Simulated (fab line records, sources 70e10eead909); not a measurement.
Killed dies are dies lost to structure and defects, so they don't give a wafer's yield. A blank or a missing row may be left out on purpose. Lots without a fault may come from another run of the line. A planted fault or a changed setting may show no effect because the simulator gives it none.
Chamber matching | flow nand_harc | NHARC_P_CONTACT_DEP_30 on pecvd-01: 3 sister chambers
The step deposits SiNx, target thk 30 nm. 22 wafers are shown with their chamber, then 11 later ones without.

WAFERS WITH THEIR CHAMBER
wafer  | chamber | heater_power_w (W)
L075.3 | 1       | 619
L075.4 | 2       | 580
L075.6 | 1       | 621
L080.3 | 1       | 602
L080.5 | 1       | 595
L080.6 | 0       | 677
L081.2 | 0       | 728
L081.3 | 2       | 589
L081.5 | 2       | 599
L082.1 | 2       | 633
L082.4 | 1       | 639
L082.6 | 0       | 692
L085.2 | 1       | 634
L085.4 | 2       | 615
L085.6 | 1       | 652
L086.1 | 0       | 694
L086.3 | 2       | 578
L086.4 | 0       | 688
L087.2 | 0       | 643
L087.4 | 1       | 632
L087.6 | 2       | 633
L088.1 | 2       | 576

SIGNATURES (means of the wafers above)
reading        | chamber 0 | chamber 1 | chamber 2 | scatter within a chamber
heater_power_w | 687.00    | 624.25    | 600.38    | 23.3
Rule: a wafer's distance from a chamber is the root of the sum, over the readings, of the square of ((its reading less the chamber's mean) divided by the reading's scatter). The wafer belongs to the nearest chamber; if the next one is less than 2 further off, it can't be placed. The scatter: the root of (the sum of the squares of (reading less its chamber's mean) over the shown wafers, divided by (wafers less chambers)).

WAFERS WITHOUT THEIR CHAMBER
wafer  | heater_power_w (W)
L088.2 | 561
L088.5 | 594
L089.4 | 597
L089.5 | 604
L089.6 | 625
L091.1 | 574
L091.4 | 578
L091.5 | 681
L093.2 | 574
L093.3 | 564
L093.6 | 649

WHICH CHAMBER EACH WENT THROUGH
wafer  | from the rows above          | in truth
L088.2 | can't be placed: 2 or 1      | 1
L088.5 | can't be placed: 2 or 1      | 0
L089.4 | can't be placed: 2 or 1      | 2
L089.5 | can't be placed: 2 or 1      | 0
L089.6 | can't be placed: 1 or 2      | 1
L091.1 | can't be placed: 2 or 1      | 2
L091.4 | can't be placed: 2 or 1      | 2
L091.5 | 0                            | 0
L093.2 | can't be placed: 2 or 1      | 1
L093.3 | can't be placed: 2 or 1      | 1
L093.6 | can't be placed: 1 or 0 or 2 | 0
Placed correctly: 1 of 11. Can't be placed from these rows: 10 (the true chamber is among the candidates in 8). Placed wrongly: 0.
